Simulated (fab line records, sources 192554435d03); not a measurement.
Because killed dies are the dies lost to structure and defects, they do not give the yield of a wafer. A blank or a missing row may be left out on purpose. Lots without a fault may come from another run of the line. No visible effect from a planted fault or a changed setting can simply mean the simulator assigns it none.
fab line records + flow n5_finfet
record:
- lots: 11
- wafers: 33
- last_day: 18
route steps=1938 shown BEOL_M8@1388 BEOL_M9@1407 PASSIVATION@1936
lots that met no fault: taken from a fault-free run of the same line
start_h: the number of hours between the record's first day and the start of the first shown wafer of the lot + wait_h: how many hours have passed since the lot's step before this one + " the same as in the row above + L1.1+2: a single row standing in for several wafers + - no value, or no start was given + * or withheld: withheld + < > ~ a bound
route shown NAME@n: names a module that has steps shown in the file, with the first one's number in the route + usual: average and standard deviation across the fault-free wafers + same: alike in all rows + chamber/n: place in a boat + sites: each site's reading + _std_site: how widely they spread, as a standard deviation + _edge_site: inner sites' mean taken away from outer sites' mean + radius_mm: for every site, how far away it sits from the centre of the wafer + mask NAME#n: copy n + behind: the last tool/chamber to shape the wafer + hold: the reason the lot was held/the length of the hold in hours/how it ended + device: whichever transistor did not switch (one of n, p or np) + end of line: tests run on the same wafers once the route is complete + step lacking rows: just its recipe + killed: dies lost to structure and defects at the first sort, not the wafer's yield + map: the dies of a wafer, with x for killed, . for not killed, _ for no die there
set.NAME: the run value of the setting; set.NAME@STEP: its run value at that earlier step + model.NAME: the simulator's own value behind a step, which no gauge read
a sample of lots followed through the steps of the route, with each step as a table and each wafer as a row
services: the hour from which a tool's chamber was out of use, counted from the record's first day as start_h (under 0 if before that day), plus the number of hours and why
== steps ==
step: N5_BEOL_M8_PRE_CLEAN_45
recipe:
- gas: H2/He
- time_s: 30
- temp_c: 250
usual:
- heater_power_w: 338/27
| lot.wafer | tool           | chamber | start_h | wait_h | heater_power_w |
|-----------|----------------|---------|---------|--------|----------------|
| L475.3    | pvd_sputter-02 | -       | 216.16  | 0.0    | 345            |
| L475.4    | "              | -       | "       | "      | 362            |
| L475.5    | "              | -       | "       | "      | 330            |
| L476.3    | pvd_sputter-02 | -       | 216.54  | 0.0    | 333            |
| L476.4    | "              | -       | "       | "      | 347            |
| L476.6    | "              | -       | "       | "      | 354            |
| L478.2    | pvd_sputter-02 | -       | 233.49  | 0.0    | 341            |
| L478.4    | "              | -       | "       | "      | 360            |
| L478.6    | "              | -       | "       | "      | 348            |
| L483.1    | pvd_sputter-03 | -       | 276.42  | 0.0    | 288            |
| L483.4    | "              | -       | "       | "      | 370            |
| L483.5    | "              | -       | "       | "      | 356            |
| L482.1    | pvd_sputter-02 | -       | 287.22  | 0.0    | 337            |
| L482.2    | "              | -       | "       | "      | 369            |
| L482.6    | "              | -       | "       | "      | 365            |
| L485.2    | pvd_sputter-02 | -       | 291.36  | 0.0    | 332            |
| L485.4    | "              | -       | "       | "      | 368            |
| L485.5    | "              | -       | "       | "      | 361            |
| L496.2    | pvd_sputter-02 | -       | 347.61  | 0.0    | 361            |
| L496.4    | "              | -       | "       | "      | 345            |
| L496.6    | "              | -       | "       | "      | 353            |
| L492.3    | pvd_sputter-01 | -       | 352.06  | 0.0    | 302            |
| L492.5    | "              | -       | "       | "      | 299            |
| L492.6    | "              | -       | "       | "      | 292            |
| L493.2    | pvd_sputter-03 | -       | 353.12  | 0.0    | 340            |
| L493.5    | "              | -       | "       | "      | 341            |
| L493.6    | "              | -       | "       | "      | 338            |
| L495.1    | pvd_sputter-03 | -       | 356.48  | 0.0    | 359            |
| L495.3    | "              | -       | "       | "      | 296            |
| L495.4    | "              | -       | "       | "      | 346            |
| L497.1    | pvd_sputter-03 | -       | 366.14  | 0.0    | 357            |
| L497.5    | "              | -       | "       | "      | 332            |
| L497.6    | "              | -       | "       | "      | 337            |
step: N5_BEOL_M8_CMP_52
recipe:
- stop_on: SiCOH_lowk
- t_overpolish_s: 6.9
- down_force_psi: 1
- platen_rpm: 50
- clearing_platen_down_force_psi: 1.5
- clearing_platen_rpm: 50
- post_cmp_clean: cu_alkaline
- target_thk_nm: 80
- clearing_platen_pad_velocity_m_s: 0.99484
- pad_velocity_m_s: 0.99484
usual:
- barrier_field_endpoint_s: 29.0/0.7
- edge_zone_pressure_frac: 1.000/0.0052
- motor_current_A: 5.4/0.64
- overpolish_run_s: 6.900/0.0083
- retaining_ring_pressure_frac: 1.000/0.0052
- time_to_endpoint_s: 63.1/2.9
| lot.wafer | tool   | chamber | start_h | wait_h | barrier_field_endpoint_s | edge_zone_pressure_frac | motor_current_A | overpolish_run_s | retaining_ring_pressure_frac | time_to_endpoint_s |
|-----------|--------|---------|---------|--------|--------------------------|-------------------------|-----------------|------------------|------------------------------|--------------------|
| L475.3    | cmp-03 | 2       | 217.30  | 0.2    | 28.8                     | 1.001                   | 5.4             | 6.905            | 0.998                        | 60.2               |
| L475.4    | "      | 3       | "       | "      | 29.5                     | 0.998                   | 6.2             | 6.901            | 1.008                        | 58.0               |
| L475.5    | "      | 2       | "       | "      | 29.3                     | 1.010                   | 5.3             | 6.913            | 1.006                        | 61.5               |
| L476.4    | cmp-03 | 3       | 217.74  | 0.1    | 27.9                     | 1.007                   | 6.3             | 6.903            | 0.995                        | 59.0               |
| L476.3    | "      | 1       | "       | "      | 28.4                     | 1.013                   | 5.2             | 6.893            | 0.993                        | 59.2               |
| L476.6    | "      | 0       | "       | "      | 28.4                     | 1.002                   | 5.0             | 6.905            | 1.002                        | 56.4               |
| L478.2    | cmp-04 | 2       | 234.74  | 0.2    | 28.6                     | 1.002                   | 5.0             | 6.897            | 0.994                        | 63.5               |
| L478.4    | "      | 1       | "       | "      | 29.4                     | 0.994                   | 6.8             | 6.891            | 1.008                        | 67.5               |
| L478.6    | "      | 3       | "       | "      | 29.3                     | 0.998                   | 5.8             | 6.892            | 1.000                        | 67.5               |
| L483.4    | cmp-04 | 2       | 279.33  | 0.1    | 29.1                     | 0.995                   | 5.2             | 6.909            | 0.998                        | 61.9               |
| L483.1    | "      | 1       | "       | "      | 29.5                     | 0.991                   | 6.5             | 6.894            | 1.007                        | 63.2               |
| L483.5    | "      | 2       | "       | "      | 29.1                     | 0.997                   | 5.1             | 6.893            | 1.001                        | 62.4               |
| L482.2    | cmp-02 | 1       | 288.42  | 0.2    | 28.0                     | 1.000                   | 5.6             | 6.900            | 1.001                        | 57.3               |
| L482.1    | "      | 3       | "       | "      | 28.4                     | 0.991                   | 5.2             | 6.899            | 0.997                        | 64.0               |
| L482.6    | "      | 2       | "       | "      | 29.0                     | 0.987                   | 4.7             | 6.903            | 1.000                        | 60.9               |
| L485.4    | cmp-04 | 2       | 292.70  | 0.2    | 29.5                     | 0.995                   | 5.4             | 6.897            | 0.999                        | 62.3               |
| L485.2    | "      | 3       | "       | "      | 29.7                     | 1.005                   | 5.5             | 6.891            | 0.999                        | 66.3               |
| L485.5    | "      | 2       | "       | "      | 29.5                     | 1.003                   | 5.3             | 6.902            | 0.999                        | 64.7               |
| L496.2    | cmp-02 | 1       | 349.36  | 0.2    | 28.6                     | 0.999                   | 5.8             | 6.895            | 0.999                        | 60.1               |
| L496.4    | "      | 2       | "       | "      | 29.2                     | 1.004                   | 4.5             | 6.916            | 1.013                        | 63.2               |
| L496.6    | "      | 2       | "       | "      | 29.8                     | 1.012                   | 4.5             | 6.902            | 0.999                        | 60.8               |
| L492.3    | cmp-03 | 0       | 353.74  | 0.4    | 28.0                     | 1.003                   | 4.8             | 6.898            | 0.997                        | 61.4               |
| L492.6    | "      | 1       | "       | "      | 28.6                     | 1.008                   | 4.9             | 6.902            | 1.002                        | 61.3               |
| L492.5    | "      | 2       | "       | "      | 28.0                     | 1.000                   | 5.2             | 6.894            | 0.999                        | 60.0               |
| L493.2    | cmp-03 | 2       | 354.64  | 0.3    | 28.5                     | 0.994                   | 5.5             | 6.887            | 0.999                        | 58.0               |
| L493.6    | "      | 3       | "       | "      | 29.3                     | 1.006                   | 6.4             | 6.906            | 1.000                        | 57.7               |
| L493.5    | "      | 0       | "       | "      | 28.8                     | 1.001                   | 5.3             | 6.893            | 1.000                        | 59.7               |
| L495.4    | cmp-03 | 0       | 358.70  | 0.2    | 29.0                     | 1.002                   | 5.1             | 6.883            | 1.003                        | 64.8               |
| L495.1    | "      | 1       | "       | "      | 28.5                     | 0.999                   | 4.8             | 6.899            | 1.006                        | 66.7               |
| L495.3    | "      | 3       | "       | "      | 27.6                     | 0.999                   | 6.3             | 6.896            | 1.000                        | 62.8               |
| L497.1    | cmp-02 | 3       | 368.44  | 0.3    | 29.2                     | 1.003                   | 4.8             | 6.898            | 0.994                        | 63.8               |
| L497.5    | "      | 1       | "       | "      | 28.2                     | 1.005                   | 5.6             | 6.904            | 1.006                        | 56.9               |
| L497.6    | "      | 2       | "       | "      | 29.3                     | 1.002                   | 4.7             | 6.898            | 0.991                        | 66.0               |
step: N5_BEOL_M8_THK_MEAS_53
recipe:
- thk_meas_gauge: xrf
- reads: Cu_of_BEOL_M8_ECD_50
usual:
- M8_THK: 80.1/2.2
| lot.wafer | tool          | chamber | start_h | wait_h | M8_THK[nm] |
|-----------|---------------|---------|---------|--------|------------|
| L475.3    | film_metro-02 | -       | 217.56  | -      | 77.3       |
| L475.4    | "             | -       | "       | "      | 81.5       |
| L475.5    | "             | -       | "       | "      | 77.8       |
| L476.3    | film_metro-02 | -       | 218.04  | -      | 80.5       |
| L476.4    | "             | -       | "       | "      | 78.7       |
| L476.6    | "             | -       | "       | "      | 80.1       |
| L478.2    | film_metro-02 | -       | 235.03  | -      | 79.9       |
| L478.4    | "             | -       | "       | "      | 81.2       |
| L478.6    | "             | -       | "       | "      | 83.3       |
| L483.1    | film_metro-01 | -       | 279.62  | -      | 80.6       |
| L483.4    | "             | -       | "       | "      | 83.4       |
| L483.5    | "             | -       | "       | "      | 85.4       |
| L482.1    | film_metro-01 | -       | 288.72  | -      | 79.7       |
| L482.2    | "             | -       | "       | "      | 77.5       |
| L482.6    | "             | -       | "       | "      | 77.4       |
| L485.2    | film_metro-02 | -       | 292.95  | -      | 78.9       |
| L485.4    | "             | -       | "       | "      | 79.4       |
| L485.5    | "             | -       | "       | "      | 77.9       |
| L496.2    | film_metro-02 | -       | 349.65  | -      | 83.0       |
| L496.4    | "             | -       | "       | "      | 79.1       |
| L496.6    | "             | -       | "       | "      | 77.3       |
| L492.3    | film_metro-01 | -       | 353.92  | -      | 81.4       |
| L492.5    | "             | -       | "       | "      | 84.1       |
| L492.6    | "             | -       | "       | "      | 82.6       |
| L493.2    | film_metro-02 | -       | 354.83  | -      | 79.5       |
| L493.5    | "             | -       | "       | "      | 79.6       |
| L493.6    | "             | -       | "       | "      | 79.2       |
| L495.1    | film_metro-01 | -       | 359.00  | -      | 81.7       |
| L495.3    | "             | -       | "       | "      | 78.0       |
| L495.4    | "             | -       | "       | "      | 80.4       |
| L497.1    | film_metro-02 | -       | 368.66  | -      | 80.7       |
| L497.5    | "             | -       | "       | "      | 80.0       |
| L497.6    | "             | -       | "       | "      | 84.3       |
step: N5_BEOL_M9_COAT_60
recipe:
- resist: SiARC
- temp_c: 220
- time_s: 60
- spin_rpm: 1500
- resist_thk_nm: 30
usual:
- plate_temp_C: 220.02/0.17
- spin_speed_rpm: 1500.1/1
| lot.wafer | tool           | chamber | start_h | wait_h | plate_temp_C | spin_speed_rpm |
|-----------|----------------|---------|---------|--------|--------------|----------------|
| L475.3    | litho_track-01 | 0       | 219.43  | -      | 219.94       | 1499.6         |
| L475.4    | "              | 0       | "       | "      | 219.95       | 1500.7         |
| L475.5    | "              | 0       | "       | "      | 220.08       | 1499.0         |
| L476.3    | litho_track-02 | 0       | 219.60  | -      | 220.04       | 1500.4         |
| L476.4    | "              | 0       | "       | "      | 219.78       | 1498.7         |
| L476.6    | "              | 0       | "       | "      | 219.84       | 1499.4         |
| L478.2    | litho_track-04 | 0       | 237.76  | -      | 220.07       | 1499.5         |
| L478.4    | "              | 0       | "       | "      | 219.93       | 1499.6         |
| L478.6    | "              | 0       | "       | "      | 219.75       | 1501.1         |
| L483.1    | litho_track-02 | 0       | 282.05  | -      | 219.68       | 1458.0         |
| L483.4    | "              | 0       | "       | "      | 219.81       | 1459.6         |
| L483.5    | "              | 0       | "       | "      | 219.83       | 1458.5         |
| L482.1    | litho_track-04 | 0       | 290.68  | -      | 220.16       | 1500.6         |
| L482.2    | "              | 0       | "       | "      | 220.10       | 1500.0         |
| L482.6    | "              | 0       | "       | "      | 220.48       | 1496.6         |
| L485.2    | litho_track-02 | 0       | 294.71  | -      | 219.98       | 1460.2         |
| L485.4    | "              | 0       | "       | "      | 219.92       | 1460.3         |
| L485.5    | "              | 0       | "       | "      | 219.72       | 1460.6         |
| L496.2    | litho_track-01 | 0       | 351.60  | -      | 220.30       | 1501.3         |
| L496.4    | "              | 0       | "       | "      | 220.00       | 1501.9         |
| L496.6    | "              | 0       | "       | "      | 220.17       | 1501.0         |
| L492.3    | litho_track-02 | 0       | 356.23  | -      | 220.18       | 1499.7         |
| L492.5    | "              | 0       | "       | "      | 220.19       | 1500.3         |
| L492.6    | "              | 0       | "       | "      | 220.13       | 1499.7         |
| L493.2    | litho_track-01 | 0       | 356.33  | -      | 219.94       | 1500.0         |
| L493.5    | "              | 0       | "       | "      | 220.14       | 1498.2         |
| L493.6    | "              | 0       | "       | "      | 220.10       | 1499.6         |
| L495.1    | litho_track-02 | 0       | 360.29  | -      | 220.03       | 1499.6         |
| L495.3    | "              | 0       | "       | "      | 219.65       | 1499.2         |
| L495.4    | "              | 0       | "       | "      | 219.41       | 1501.3         |
| L497.1    | litho_track-01 | 0       | 370.11  | -      | 220.03       | 1501.7         |
| L497.5    | "              | 0       | "       | "      | 220.30       | 1500.1         |
| L497.6    | "              | 0       | "       | "      | 220.01       | 1501.3         |
step: N5_PASSIVATION_PROBE_49
usual:
- defect_limited_yield: 91.4/1.5
- killed_at_M0_to_M3: 33/11
- killed_at_M4_up: 14/5.3
- killed_at_contacts: 13/6.2
- killed_at_front_end: 39/13
- killed_at_other: 3.1/2.8
- killed_dies: 102/17
- killed_open: 68/13
- killed_short: 32/7.8
- sort_bin_4_leakage: 0.00/0.007
- sort_bin_5_function: 5.1/0.95
- sort_bin_6_memory: 3.2/0.7
- sort_bin_8_speed: 0.02/0.16
- sort_n_pass: 1078/18
- sort_yield_pct: 91.3/1.5
same:
- gross_dies: 1180
- killed_at_back_side: 0
| lot.wafer | tool      | chamber | start_h | wait_h | defect_limited_yield[%] | killed_at_M0_to_M3 | killed_at_M4_up | killed_at_contacts | killed_at_front_end | killed_at_other | killed_dies | killed_open | killed_short | sort_bin_4_leakage[%] | sort_bin_5_function[%] | sort_bin_6_memory[%] | sort_bin_8_speed[%] | sort_n_pass | sort_yield_pct[%] |
|-----------|-----------|---------|---------|--------|-------------------------|--------------------|-----------------|--------------------|---------------------|-----------------|-------------|-------------|--------------|-----------------------|------------------------|----------------------|---------------------|-------------|-------------------|
| L482.1    | prober-02 | -       | 357.87  | 0.0    | 89.2                    | 45                 | 7               | 19                 | 55                  | 2               | 128         | 85          | 37           | 0                     | 5.9                    | 4.5                  | 0                   | 1052        | 89.2              |
| L482.2    | prober-02 | -       | 357.92  | 0.1    | 89.2                    | 60                 | 8               | 7                  | 53                  | 0               | 128         | 95          | 32           | 0                     | 5.7                    | 4.8                  | 0                   | 1052        | 89.2              |
| L482.6    | prober-02 | -       | 358.12  | 0.3    | 89.0                    | 57                 | 15              | 17                 | 36                  | 5               | 130         | 89          | 40           | 0                     | 6.9                    | 3.7                  | 1.86                | 1028        | 87.1              |
| L492.3    | prober-02 | -       | 425.66  | 0.1    | 92.5                    | 38                 | 14              | 8                  | 26                  | 2               | 88          | 53          | 33           | 0                     | 5.3                    | 1.9                  | 0                   | 1092        | 92.5              |
| L492.5    | prober-02 | -       | 425.76  | 0.2    | 89.2                    | 56                 | 11              | 15                 | 37                  | 9               | 128         | 80          | 47           | 0                     | 5.8                    | 4.4                  | 0                   | 1052        | 89.2              |
| L492.6    | prober-02 | -       | 425.81  | 0.3    | 92.1                    | 38                 | 11              | 11                 | 31                  | 2               | 93          | 52          | 35           | 0                     | 4.7                    | 2.9                  | 0                   | 1087        | 92.1              |
killed by level:class
L482.1 STI_FIN_REVEAL:geometric_particle:open=15 MOL_CONTACT_COAG:geometric_particle:open=14 BEOL_M0_SAQP:geometric_particle:open=12 BEOL_M3:geometric_particle:open=9 BEOL_M0_SAQP:geometric_particle:short=8 BEOL_M1:geometric_particle:open=8 FIN_SAQP:geometric_particle:short=7 DUMMY_GATE:geometric_particle:open=6
L482.2 STI_FIN_REVEAL:geometric_particle:open=29 BEOL_M1:geometric_particle:open=17 BEOL_M0_SAQP:geometric_particle:short=12 BEOL_M2:geometric_particle:open=12 BEOL_M0_SAQP:geometric_particle:open=11 STI_FIN_REVEAL:geometric_particle:short=5 MOL_CONTACT_COAG:geometric_particle:open=5 BEOL_M3:geometric_particle:open=4
L482.6 STI_FIN_REVEAL:geometric_particle:open=20 BEOL_M0_SAQP:geometric_particle:short=16 MOL_CONTACT_COAG:geometric_particle:open=13 BEOL_M4:geometric_particle:open=12 BEOL_M0_SAQP:geometric_particle:open=10 BEOL_M1:geometric_particle:open=7 BEOL_M3:geometric_particle:open=7 BEOL_M2:geometric_particle:open=6
L492.3 BEOL_M0_SAQP:geometric_particle:open=15 BEOL_M4:geometric_particle:open=10 BEOL_M0_SAQP:geometric_particle:short=8 MOL_CONTACT_COAG:geometric_particle:open=5 FIN_SAQP:geometric_particle:short=4 BEOL_M2:geometric_particle:short=4 FIN_SAQP:geometric_particle:open=3 DUMMY_GATE:geometric_particle:short=3
L492.5 BEOL_M0_SAQP:geometric_particle:short=18 BEOL_M0_SAQP:geometric_particle:open=17 MOL_CONTACT_COAG:geometric_particle:open=13 BEOL_M4:geometric_particle:open=7 PASS1_DEP:geometric_particle:short=7 GATE_CUT:geometric_particle:open=6 BEOL_M2:geometric_particle:open=6 BEOL_M3:geometric_particle:short=6
L492.6 BEOL_M0_SAQP:geometric_particle:open=11 MOL_CONTACT_COAG:geometric_particle:open=11 BEOL_M0_SAQP:geometric_particle:short=9 BEOL_M4:geometric_particle:open=7 STARTING-WAFER:geometric_particle:short=6 BEOL_M3:geometric_particle:short=5 FIN_SAQP:geometric_particle:short=4 STI_FIN_REVEAL:geometric_particle:open=4
== services ==
| tool           | chamber | start_h | hours | kind                           |
|----------------|---------|---------|-------|--------------------------------|
| cmp-03         | -       | 195.36  | 1.5   | repair                         |
| pvd_sputter-02 | -       | 197.53  | 7.5   | repair                         |
| cmp-02         | -       | 203.16  | 2.4   | repair                         |
| cmp-03         | -       | 205.24  | 4.4   | pm                             |
| cmp-02         | -       | 226.00  | 6.5   | pm                             |
| cmp-04         | -       | 236.49  | 3.8   | pm                             |
| litho_track-04 | -       | 242.79  | -     | consumable_replace:filter      |
| cmp-02         | -       | 270.49  | 3.3   | repair                         |
| cmp-02         | -       | 281.52  | 4.0   | pm                             |
| cmp-02         | -       | 285.52  | -     | consumable_replace:conditioner |
| cmp-02         | -       | 285.52  | -     | consumable_replace:pad         |
| cmp-04         | -       | 339.29  | 33.9  | repair                         |
| cmp-03         | -       | 356.08  | 2.3   | repair                         |
== key ==
first_sign:
- step: N5_BEOL_M9_COAT_60
- reading: spin_speed_rpm
- direction: down
- sigmas: 41
- usual: *
- struck: *
effect none on later readings
met_at N5_BEOL_M9_COAT_60
struck_lots L483,L485
not_acting_at N5_BEOL_M8_PRE_CLEAN_45,N5_BEOL_M8_CMP_52,N5_BEOL_M8_THK_MEAS_53
onset_between 219.60 282.05
fault:
- kind: process_parameter_drift
- tool: litho_track-02
- chamber: -
- onset_h: 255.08
- steps: N5_BEOL_M9_COAT_60
- channel: spin_rpm
- offset: *
- shape: step
- end_h: 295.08
- acts_in: *
- stated: *
